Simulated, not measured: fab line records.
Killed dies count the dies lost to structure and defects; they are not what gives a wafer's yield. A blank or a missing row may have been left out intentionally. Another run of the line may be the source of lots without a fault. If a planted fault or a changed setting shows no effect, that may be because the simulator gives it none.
fab line records	flow nandHarc
record lots=6	wafers=18	lastDay=25
route steps=1159 shown A_STAIRCASE@736 A_SGD_CUT@747 END@1159
lots that met no fault: from a run of the same line without faults
startH: the number of hours between the record's first day and the start of the first shown wafer of the lot	waitH: hours from the lot's prior step to this one	" the same as in the row above	L1.1+2: one row covering several wafers at once	- no value, or no start was given	* or withheld: withheld	< > ~ a bound
route shown NAME@n: a module of which the file shows steps, and the number in the route of the first	usual: mean/standard deviation taken from wafers without a fault	same: alike in all rows	chamber/n: place in a boat	sites: readings site by site	_std_site: how widely they spread, as a standard deviation	_edge_site: inner sites' mean taken away from outer sites' mean	radiusMm: for every site, how far away it sits from the centre of the wafer	mask NAME#n: copy n	behind: the last tool/chamber to shape the wafer	hold: cause of the lot's hold/its duration in hours/its outcome	device: transistor that didn't switch, given as n, p or np	end of line: tests run on the same wafers once the route is complete	a step given without rows: its recipe and nothing more	killed: dies that structure and defects cost at the first sort, which is not the same as the wafer's yield	map: per-die view of a wafer (x killed, . not killed, _ where there is no die)
set.NAME: the setting that was run; set.NAME@STEP: the one run at that earlier step	model.NAME: the simulator's own value behind a step, which no gauge read
certain route steps with their lots: each step a table, each wafer a row
services: a tool's chamber out of use, with start hour (startH, from the record's first day; less than 0 if before it), hours out, and reason
## steps
# step NHARC_A_STAIRCASE_SRD_154
# step NHARC_A_STAIRCASE_ETCH_403
# recipe targetDepthA=1082	chemistry=dHF	material=SiO2
# step NHARC_A_STAIRCASE_ETCHBACK_422
# recipe targetDepthA=400	overEtchFrac=0.3	timeS=74.286	ionEnergyEv=120	ch3fFlowSccm=50	o2FlowSccm=30	arFlowSccm=200	rfW=500	biasW=100	chemistry=CH3F/O2
# usual drypumpMotorCurrentA=5.7/0.61	o2FlowSccm=30.00/0.093	oesProductAu=0.97/0.039	rfVppV=243.8/1.8	showerheadPlenumPTorr=2.42/0.11	throttleValvePct=20.663/0.009
lot.wafer	tool	chamber	startH	waitH	drypumpMotorCurrentA	o2FlowSccm	oesProductAu	rfHoursCounterH	rfVppV	showerheadPlenumPTorr	throttleValvePct
L708.1	rieDiel-01	2	354.64	0.1	5.7	29.95	1.02	8	241.4	2.36	20.662
L708.4	"	3	"	"	4.9	30.01	1.00	11	242.8	2.37	20.668
L708.3	"	0	"	"	6.6	29.99	1.01	11	241.2	2.30	20.667
L718.1	rieDiel-01	2	418.25	0.2	5.7	30.05	0.94	33	242.9	2.35	20.648
L718.6	"	3	"	"	4.9	30.00	0.93	-	244.6	2.36	20.669
L718.5	"	0	"	"	6.6	29.85	0.92	-	243.0	2.29	20.672
L717.2	rieDiel-11	3	418.72	0.3	5.5	29.89	1.02	13	242.2	2.33	20.649
L717.6	"	1	"	"	5.1	30.16	1.01	-	242.9	2.31	20.662
L717.5	"	2	"	"	5.1	29.96	1.00	-	244.5	2.34	20.666
L722.3	rieDiel-07	1	427.75	0.1	6.4	29.93	1.02	7	246.2	2.52	20.644
L722.1	"	2	"	"	6.8	29.92	0.98	9	243.6	2.40	20.665
L722.5	"	0	"	"	5.3	29.96	1.01	-	246.2	2.66	20.674
L723.4	rieDiel-07	1	428.32	0.2	6.3	30.05	1.01	7	246.9	2.52	20.673
L723.2	"	2	"	"	6.7	30.08	0.99	9	242.9	2.40	20.661
L723.6	"	0	"	"	5.3	30.05	1.02	-	246.5	2.66	20.652
L724.1	rieDiel-01	0	429.32	0.1	6.6	30.02	0.92	42	241.3	2.29	20.652
L724.5	"	0	"	"	6.6	30.03	0.91	-	242.1	2.29	20.654
L724.6	"	1	"	"	5.2	29.96	0.93	-	244.5	2.49	20.667
# step NHARC_A_STAIRCASE_ETCH_423
# recipe targetDepthA=300	chemistry=dHF	material=SiO2
# step NHARC_A_STAIRCASE_ETCHBACK_157
# recipe targetDepthA=900	overEtchFrac=0.3	timeS=167.14	ionEnergyEv=120	ch3fFlowSccm=50	o2FlowSccm=30	arFlowSccm=200	rfW=500	biasW=100	chemistry=CH3F/O2
# usual drypumpMotorCurrentA=5.7/0.61	o2FlowSccm=30.00/0.092	oesProductAu=0.98/0.032	rfVppV=243.5/1.5	showerheadPlenumPTorr=2.40/0.097	throttleValvePct=20.663/0.01
lot.wafer	tool	chamber	startH	waitH	drypumpMotorCurrentA	o2FlowSccm	oesProductAu	rfHoursCounterH	rfVppV	showerheadPlenumPTorr	throttleValvePct
L708.1	rieDiel-07	1	355.02	0.2	6.4	29.98	0.92	37	244.8	2.53	20.663
L708.3	"	2	"	"	6.7	30.00	0.91	34	245.3	2.42	20.650
L708.4	"	3	"	"	5.4	30.00	0.91	42	246.2	2.62	20.651
L718.1	rieDiel-11	0	418.59	0.2	6.0	30.05	1.01	14	245.6	2.49	20.659
L718.6	"	3	"	"	5.5	29.86	1.02	-	243.9	2.33	20.677
L718.5	"	0	"	"	6.0	30.08	1.00	-	244.6	2.49	20.659
L717.2	rieDiel-11	2	419.11	0.2	5.1	29.98	1.00	13	240.8	2.34	20.676
L717.5	"	3	"	"	5.5	30.08	1.03	-	243.1	2.33	20.660
L717.6	"	0	"	"	6.0	29.99	1.00	-	245.8	2.49	20.672
L722.3	rieDiel-01	1	428.14	0.2	5.2	30.02	0.94	39	244.1	2.49	20.656
L722.1	"	2	"	"	5.7	29.96	0.93	35	243.2	2.35	20.656
L722.5	"	0	"	"	6.6	29.93	0.91	-	243.7	2.29	20.669
L723.4	rieDiel-11	3	428.69	0.2	5.5	30.08	0.95	19	244.1	2.32	20.647
L723.2	"	0	"	"	6.0	30.09	0.92	19	244.7	2.49	20.646
L723.6	"	3	"	"	5.5	30.04	0.94	-	241.9	2.32	20.668
L724.1	rieDiel-01	2	429.73	0.2	5.7	29.92	0.98	35	244.0	2.35	20.693
L724.5	"	3	"	"	4.9	29.96	0.97	-	243.9	2.36	20.663
L724.6	"	0	"	"	6.6	29.94	0.97	-	242.7	2.29	20.677
# step NHARC_A_STAIRCASE_STRIP_475
# recipe timeS=20	o2FlowSccm=500	arFlowSccm=0	biasW=0	chemistry=O2
# usual drypumpMotorCurrentA=5.6/0.57	o2FlowSccm=500.0/1.5	oesProductAu=1.003/0.012	rfVppV=57.6/0.89	showerheadPlenumPTorr=3.45/0.15	throttleValvePct=17.036/0.0085
lot.wafer	tool	chamber	startH	waitH	drypumpMotorCurrentA	o2FlowSccm	oesProductAu	rfHoursCounterH	rfVppV	showerheadPlenumPTorr	throttleValvePct
L708.4	rieDiel-07	0	-	-	5.3	501.2	1.014	39	57.5	3.29	17.051
L708.3	"	1	"	"	6.4	500.1	1.005	37	58.4	3.63	17.040
L708.1	"	2	"	"	6.7	498.0	0.984	34	58.1	3.47	17.043
L718.1	rieDiel-11	1	-	-	5.1	501.7	0.993	14	57.9	3.32	17.045
L718.5	"	1	"	"	5.1	500.5	0.978	-	58.1	3.32	17.037
L718.6	"	2	"	"	5.1	499.4	0.987	-	57.2	3.37	17.041
L717.2	rieDiel-11	3	-	-	5.5	498.9	1.016	13	57.7	3.34	17.027
L717.5	"	0	"	"	6.0	500.1	1.001	-	56.4	3.58	17.028
L717.6	"	1	"	"	5.1	498.6	0.984	-	57.3	3.32	17.034
L722.3	rieDiel-01	3	-	-	4.9	501.4	1.013	43	58.0	3.39	17.046
L722.1	"	1	"	"	5.2	500.1	1.015	39	58.7	3.57	17.053
L722.5	"	0	"	"	6.6	501.1	0.990	-	57.3	3.29	17.027
L723.2	rieDiel-11	1	-	-	5.1	501.8	0.998	18	56.9	3.31	17.047
L723.4	"	2	"	"	5.1	498.3	1.001	18	56.9	3.36	17.039
L723.6	"	1	"	"	5.1	500.2	0.991	-	57.5	3.31	17.039
L724.1	rieDiel-01	2	-	-	5.7	500.7	1.003	35	58.7	3.37	17.018
L724.6	"	0	"	"	6.6	501.1	0.989	-	56.9	3.29	17.029
L724.5	"	1	"	"	5.2	498.8	0.995	-	58.6	3.57	17.049
# step NHARC_A_STAIRCASE_DEP_471
# recipe targetThkA=1000	tempC=400	pressureTorr=6.5	rfW=900	teosFlowSccm=161.4	flowSccm=2650	targetThkNm=100	gas=O2	material=SiO2
# usual chamberPressureTorr=6.502/0.013	flowSccm=2651/7.7	heaterPowerOuterW=282/56	heaterPowerW=535/96	throttleValvePct=16.2/0.65
lot.wafer	tool	chamber	startH	waitH	chamberPressureTorr	flowSccm	heaterPowerOuterW	heaterPowerW	throttleValvePct
L708.3	pecvd-01	1	355.49	-	6.489	2645	194	438	15.8
L708.1	"	2	"	"	6.505	2652	326	564	16.3
L708.4	"	2	"	"	6.494	2652	320	566	16.4
L718.1	pecvd-04	1	419.04	-	6.507	2646	371	707	17.0
L718.5	"	2	"	"	6.527	2639	180	400	16.5
L718.6	"	1	"	"	6.488	2655	376	716	16.9
L717.2	pecvd-04	0	419.40	-	6.483	2648	335	630	16.3
L717.5	"	2	"	"	6.493	2648	215	444	16.7
L717.6	"	0	"	"	6.497	2652	342	635	16.1
L722.3	pecvd-04	1	428.51	-	6.502	2651	362	719	16.7
L722.1	"	0	"	"	6.478	2642	264	522	16.2
L722.5	"	0	"	"	6.500	2643	267	545	16.0
L723.2	pecvd-04	1	429.12	-	6.508	2658	356	679	16.9
L723.4	"	0	"	"	6.508	2650	260	503	15.9
L723.6	"	1	"	"	6.499	2657	359	694	17.1
L724.1	pecvd-03	0	430.30	-	6.502	2642	276	536	15.1
L724.6	"	0	"	"	6.512	2653	268	556	15.1
L724.5	"	2	"	"	6.494	2666	347	517	15.5
# step NHARC_A_STAIRCASE_CMP_472
# recipe material=SiO2
# usual motorCurrentA=12.1/1.4	padLifeWafers=330/150
lot.wafer	tool	chamber	startH	waitH	motorCurrentA	padLifeWafers
L708.3	cmp-02	2	355.73	0.2	12.7	156
L708.1	"	3	"	"	11.9	157
L708.4	"	0	"	"	9.5	158
L718.1	cmp-02	3	419.31	0.2	11.7	506
L718.5	"	1	"	"	10.9	-
L718.6	"	2	"	"	12.6	-
L717.2	cmp-03	1	419.62	0.2	12.4	354
L717.5	"	1	"	"	12.9	-
L717.6	"	2	"	"	14.7	-
L722.1	cmp-03	2	428.86	0.3	13.9	434
L722.3	"	3	"	"	10.2	435
L722.5	"	0	"	"	13.2	-
L723.2	cmp-01	3	429.36	0.2	13.7	372
L723.4	"	1	"	"	10.6	374
L723.6	"	3	"	"	13.4	-
L724.1	cmp-03	2	430.66	0.3	16.2	459
L724.6	"	3	"	"	10.3	-
L724.5	"	0	"	"	13.4	-
# step NHARC_A_STAIRCASE_SRD_474
# step NHARC_A_STAIRCASE_INSPECT_155
# usual rawDefectCount=364/120
lot.wafer	tool	chamber	startH	waitH	rawDefectCount
L708.1	defectInspect-01	-	356.07	0.1	355
L708.3	"	-	"	"	348
L708.4	"	-	"	"	313
L718.1	defectInspect-01	-	419.68	0.1	249
L718.5	"	-	"	"	349
L718.6	"	-	"	"	393
L717.2	defectInspect-02	-	419.96	0.1	346
L717.5	"	-	"	"	261
L717.6	"	-	"	"	337
L722.1	defectInspect-01	-	429.15	0.1	503
L722.3	"	-	"	"	575
L722.5	"	-	"	"	293
L723.2	defectInspect-01	-	429.71	0.1	266
L723.4	"	-	"	"	247
L723.6	"	-	"	"	350
L724.1	defectInspect-01	-	430.93	0.1	238
L724.5	"	-	"	"	272
L724.6	"	-	"	"	250
# step NHARC_A_SGD_CUT_DEP_00
# recipe targetThkA=500	tempC=400	targetThkNm=50	flowSccm=200	rfW=450	material=SiNx
# usual heaterPowerOuterW=417/61	heaterPowerW=720/110
lot.wafer	tool	chamber	startH	waitH	heaterPowerOuterW	heaterPowerW
L708.3	pecvd-01	1	356.14	0.1	374	658
L708.1	"	2	"	"	365	608
L708.4	"	0	"	"	416	652
L718.1	pecvd-03	0	419.78	0.1	-	-
L718.5	"	0	"	"	-	-
L718.6	"	1	"	"	-	-
L717.2	pecvd-03	0	420.03	0.1	-	-
L717.6	"	0	"	"	-	-
L717.5	"	1	"	"	-	-
L722.1	pecvd-03	0	429.55	0.4	329	604
L722.3	"	1	"	"	489	839
L722.5	"	2	"	"	454	654
L723.2	pecvd-02	0	430.14	0.4	449	706
L723.4	"	0	"	"	452	734
L723.6	"	2	"	"	525	940
L724.1	pecvd-03	1	431.02	0.1	492	869
L724.5	"	1	"	"	501	816
L724.6	"	2	"	"	409	591
# step NHARC_A_SGD_CUT_DEHYDRATE_01
# recipe tempC=150	timeS=120
# step NHARC_END_SORT_01
# recipe tempC=25
# usual killedAtArray=28/11	killedAtOther=0.7/0.88	killedAtPeriphery=3.1/2.2	killedDies=31/12	killedOpen=3.3/2	killedShort=2.0/1.6
# same grossDies=677
lot.wafer	tool	chamber	startH	waitH	killedAtArray	killedAtOther	killedAtPeriphery	killedDies	killedOpen	killedShort
L708.1	prober-01	0	487.69	2.5	31	2	2	35	1	2
L708.3	prober-01	0	489.28	3.1	30	1	2	33	6	2
L708.4	prober-01	0	490.08	3.4	39	2	3	44	7	3
L718.1	prober-02	0	556.92	2.5	533	0	3	536	5	1
L718.5	prober-02	0	560.10	3.7	543	0	0	543	2	1
L718.6	prober-02	0	560.90	4.0	533	2	2	537	3	5
L717.2	prober-01	0	570.86	2.8	521	2	1	524	1	0
L717.5	prober-01	0	573.31	3.8	526	3	3	532	4	4
L717.6	prober-01	0	574.12	4.1	521	0	5	526	3	4
L723.2	prober-01	0	578.78	2.8	35	0	5	40	6	0
L723.4	prober-01	0	580.37	3.4	33	1	5	39	5	3
L723.6	prober-01	0	581.97	4.0	53	0	5	58	10	3
L724.1	prober-02	0	593.36	2.5	35	4	7	46	5	0
L724.5	prober-02	0	596.56	3.7	35	2	7	44	2	5
L724.6	prober-02	0	597.36	4.0	34	1	3	38	4	2
# killed by level:class
L708.1 A_SLIT:chamberFilmFlake=15 A_CHANNEL_HOLE_D1:chamberFilmFlake=13 THIN_TSV:chamberFilmFlake=2 P_M0:geometricParticle:short=1 A_ONON_D1:geometricParticle:open=1 A_CHANNEL_HOLE_D1:geometricParticle:short=1 P_M2:chamberFilmFlake=1 A_CONTACT:chamberFilmFlake=1
L708.3 A_SLIT:chamberFilmFlake=11 A_CHANNEL_HOLE_D1:chamberFilmFlake=8 A_CONTACT:chamberFilmFlake=4 P_CONTACT:geometricParticle:open=2 A_CHANNEL_FILL_D1:geometricParticle:open=1 A_SGD_CUT:geometricParticle:short=1 A_SGD_CUT:geometricParticle:open=1 A_CONTACT:geometricParticle:open=1
L708.4 A_CHANNEL_HOLE_D1:chamberFilmFlake=14 A_SLIT:chamberFilmFlake=10 A_CONTACT:chamberFilmFlake=4 A_CHANNEL_FILL_D1:geometricParticle:open=2 A_CHANNEL_FILL_D1:geometricParticle:short=2 A_CONTACT:geometricParticle:open=2 P_GATE:chamberFilmFlake=2 THIN_TSV:chamberFilmFlake=2
L718.1 A_SGD_CUT:areaDep=497 A_SLIT:chamberFilmFlake=13 A_CHANNEL_HOLE_D1:chamberFilmFlake=11 A_CHANNEL_FILL_D1:chamberFilmFlake=5 P_M1:geometricParticle:open=2 A_CONTACT:chamberFilmFlake=2 P_CONTACT:geometricParticle:open=1 A_ONON_D1:geometricParticle:open=1
L718.5 A_SGD_CUT:areaDep=501 A_CHANNEL_HOLE_D1:chamberFilmFlake=20 A_SLIT:chamberFilmFlake=16 A_STAIRCASE:chamberFilmFlake=2 A_CHANNEL_FILL_D1:geometricParticle:open=1 A_STAIRCASE:geometricParticle:open=1 A_WL_FILL:geometricParticle:short=1 A_CONTACT:chamberFilmFlake=1
L718.6 A_SGD_CUT:areaDep=485 A_CHANNEL_HOLE_D1:chamberFilmFlake=15 A_SLIT:chamberFilmFlake=15 A_CHANNEL_FILL_D1:chamberFilmFlake=3 A_STAIRCASE:chamberFilmFlake=3 A_CONTACT:chamberFilmFlake=3 A_ONON_D1:geometricParticle:short=2 A_WL_FILL:geometricParticle:short=2
L717.2 A_SGD_CUT:areaDep=482 A_CHANNEL_HOLE_D1:chamberFilmFlake=14 A_SLIT:chamberFilmFlake=14 A_STAIRCASE:chamberFilmFlake=5 A_WL_FILL:chamberFilmFlake=2 THIN_TSV:chamberFilmFlake=2 A_SGD_CUT:geometricParticle:open=1 P_M0:chamberFilmFlake=1
L717.5 A_SGD_CUT:areaDep=487 A_SLIT:chamberFilmFlake=14 A_CHANNEL_HOLE_D1:chamberFilmFlake=12 THIN_TSV:chamberFilmFlake=3 A_WL_FILL:geometricParticle:open=2 A_STAIRCASE:chamberFilmFlake=2 A_WL_FILL:chamberFilmFlake=2 A_CONTACT:chamberFilmFlake=2
L717.6 A_SGD_CUT:areaDep=489 A_CHANNEL_HOLE_D1:chamberFilmFlake=13 A_SLIT:chamberFilmFlake=10 A_WL_FILL:chamberFilmFlake=3 A_ONON_D1:geometricParticle:short=2 P_GATE:chamberFilmFlake=2 P_CONTACT:geometricParticle:open=1 P_M0:geometricParticle:short=1
L723.2 A_SLIT:chamberFilmFlake=13 A_CONTACT:chamberFilmFlake=8 A_CHANNEL_HOLE_D1:chamberFilmFlake=6 P_STI:chamberFilmFlake=4 A_STAIRCASE:chamberFilmFlake=2 P_CONTACT:geometricParticle:open=1 A_SOURCE_PLATE:geometricParticle:open=1 A_ONON_D1:geometricParticle:open=1
L723.4 A_SLIT:chamberFilmFlake=16 A_CHANNEL_HOLE_D1:chamberFilmFlake=6 P_STI:chamberFilmFlake=4 A_CONTACT:chamberFilmFlake=4 P_GATE:geometricParticle:open=1 A_SOURCE_PLATE:geometricParticle:open=1 A_ONON_D1:geometricParticle:open=1 A_CHANNEL_HOLE_D1:geometricParticle:short=1
L723.6 A_SLIT:chamberFilmFlake=21 A_CHANNEL_HOLE_D1:chamberFilmFlake=10 A_CONTACT:chamberFilmFlake=6 A_STAIRCASE:chamberFilmFlake=4 A_CONTACT:geometricParticle:open=3 P_STI:chamberFilmFlake=3 A_CHANNEL_FILL_D1:geometricParticle:open=2 A_WL_FILL:geometricParticle:short=2
L724.1 A_SLIT:chamberFilmFlake=16 A_CONTACT:chamberFilmFlake=7 A_M0:chamberFilmFlake=5 THIN_TSV:chamberFilmFlake=4 P_STI:chamberFilmFlake=3 A_CHANNEL_HOLE_D1:chamberFilmFlake=3 P_GATE:chamberFilmFlake=2 P_CONTACT:geometricParticle:open=1
L724.5 A_SLIT:chamberFilmFlake=10 A_CONTACT:chamberFilmFlake=7 A_CHANNEL_HOLE_D1:chamberFilmFlake=5 P_STI:chamberFilmFlake=3 A_WL_FILL:chamberFilmFlake=3 P_BONDPAD:chamberFilmFlake=2 A_STAIRCASE:chamberFilmFlake=2 A_SGD_CUT:chamberFilmFlake=2
L724.6 A_SLIT:chamberFilmFlake=13 A_CONTACT:chamberFilmFlake=4 A_CHANNEL_HOLE_D1:chamberFilmFlake=3 A_STAIRCASE:chamberFilmFlake=3 A_M0:chamberFilmFlake=3 A_CONTACT:geometricParticle:open=2 P_BONDPAD:chamberFilmFlake=2 P_M0:geometricParticle:open=1
# map L717.5 (x killed, . not)
____________x____________
_________xxxxxxx_________
_______xxxxxxxxxxx_______
______xxx.xxxxxxxxx______
_____xxxxxx.xxxxxxxx_____
____xxxx.xxxxxxxxxxxx____
____xxxxxx.xxx.xxxxxx____
___xxxx.xxxxxxxxxxxxxx___
___xxxxxx.x..x.x.xxxxx___
__xxxxxxxxxx.xxx.xxxxxx__
__xxx.x...x.x.xxxxxxxxx__
_xxxxxxx.xxx...x..xxxxxx_
_xxx.xx...x.x.x..x.xxxxx_
_xxxxx..xxx...x.xxx.xxxx_
_xxxxxxxx...x...xxxxxxxx_
_xx.xxxx.xxxx.xxx.xxxxxx_
xxxxxx..xx.x..x..x.xxxxxx
x.xxxx.x..xx.x.xxxxxx.xxx
xx.xx..x..x.x...xx.xxxxxx
xxxxxx...xx.xx..xxxxxxxxx
xx.xxxx....xx...xxxxxxxxx
_xxxx....xx..x...xxxxxxx_
_xxxx..x.........x.xxxxx_
_xxxxxxx.x.x..x.xxxxxxxx_
_xxxxx..xxxxx..x.xxxxxxx_
_xxxxxxx.xx.x.xxx.xxxxxx_
__xxxx...x.xx..xxxxxxxx__
__xxxxx.xxx..xxxx.xxxxx__
___xxxx.xxxxx.xxx.xxxx___
___xxxxxxxx.xxxx.xxxxx___
____xxxxxxxxxxxxxxxxx____
____xxxxxxxxxx.xx.xxx____
_____xxxxxx.xxxxxxxx_____
______xxxxx.xxxxxxx______
_______xxxxxxxxxxx_______
_________xxxxxx._________
____________x____________
# map L718.5 (x killed, . not)
____________x____________
_________.xxxxxx_________
_______xxxxxxx.xxx_______
______xxxxxxxxxxxxx______
_____xxxxxxx...xxxxx_____
____xxxxxxxxx.x...xxx____
____xxxxx.xxx.x.x.xxx____
___xxxx..xxxxx.xx.xxxx___
___xxxxxx....xxxxx.xxx___
__xxxxxxx.x.xx..xx.xxxx__
__xxxxxxxxxx.x..xxxxxxx__
_xxx.xx....xx...x.xx.xxx_
_xxxxxx.x....xxx...xxxxx_
_xxxxx.xxxx.x..xx..xxxxx_
_xxxxxxx..x...xxxxxx.xxx_
_xxxxxx.x...x..x.xx.xxxx_
xxxxxxxx....xxx.x..xxxxxx
xxxxxxxx.........xx.xxxxx
xxxxxx.x.xx.xxxxx...xxxxx
xxxxxxx.x...xx....xxxxxxx
xxxxxx..x.x...x..x.xxxxxx
_xxxxxx.x....xx.x..xxxxx_
_xxxxxx..x.x.x.x.xxxxxxx_
_xxxxxxxxxxxx..x.xxx.xxx_
_xxxxxxxxx.x.xxx.xxxxxxx_
_xxxxxxxxxxxx.x.xxxxxxxx_
__xxxxxxxxxxxxxxxxxxxxx__
__xxxxx.xxxxxxxxxxxxxxx__
___xxxxxxxxxxxxxxxxxxx___
___xxxxxxxxxxxx.xxxxxx___
____xxxxx.xxxxxxxxxxx____
____xxxxxxxxxxxxxxxxx____
_____xxxxxxxxxxxxxxx_____
______xxxxxxxxxxxxx______
_______xxxxxxxxxxx_______
_________xxxxxxx_________
____________x____________
## services
tool	chamber	startH	hours	kind
rieDiel-01	2	331.12	8.1	repair
pecvd-02	-	334.02	13.0	pm
rieDiel-07	-	335.76	2.1	repair
pecvd-04	2	343.94	6.3	repair
cmp-03	-	346.13	5.1	repair
pecvd-04	0	347.41	11.8	repair
rieDiel-11	0	347.48	-	clean
rieDiel-11	1	347.48	-	clean
rieDiel-11	2	347.48	-	clean
cmp-03	-	352.00	4.0	pm
cmp-01	-	356.35	1.4	repair
cmp-02	-	367.49	2.8	repair
pecvd-04	-	369.54	2.7	repair
rieDiel-11	-	369.76	9.0	pm
cmp-01	-	375.50	4.0	pm
pecvd-04	-	376.11	13.0	pm
cmp-01	-	395.14	1.4	repair
pecvd-02	1	400.68	11.8	repair
rieDiel-07	-	405.52	9.0	pm
cmp-03	-	411.00	0.9	repair
pecvd-01	-	418.13	13.0	pm
cmp-02	-	422.50	4.0	pm
rieDiel-01	2	423.23	3.9	repair
cmp-02	-	427.69	3.4	repair
## key
firstSign step=NHARC_A_SGD_CUT_DEP_00	reading=toolRecord	direction=missing
effect step=NHARC_END_SORT_01	reading=killedAtArray	direction=up	sigmas=44	usual=28	struck=530
moreKillsBornAt NHARC_A_SGD_CUT_DEP_00@pecvd-03=2941
metAt NHARC_A_SGD_CUT_DEP_00
struckWafers L717.2,L717.5,L717.6,L718.1,L718.5,L718.6
laterRowsLeftOut L717.2,L717.5,L717.6,L718.1,L718.5,L718.6
testerLeftOut L717,L718
fault kind=skippedStepWhole	tool=pecvd-03	chamber=-	onsetH=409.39	steps=NHARC_A_SGD_CUT_DEP_00	scope=struckLotsOnly
# testerLeftOut: of these lots the tester's yield and bins aren't shown, on N5 and GAA mostly nor the transistor test; their killed dies are dies lost to structure and defects alone, not to doping, threshold or leakage, so they don't give the yield
# laterRowsLeftOut: the simulator's readings of these wafers behind a module that went badly wrong aren't trusted and aren't shown, but for the sort
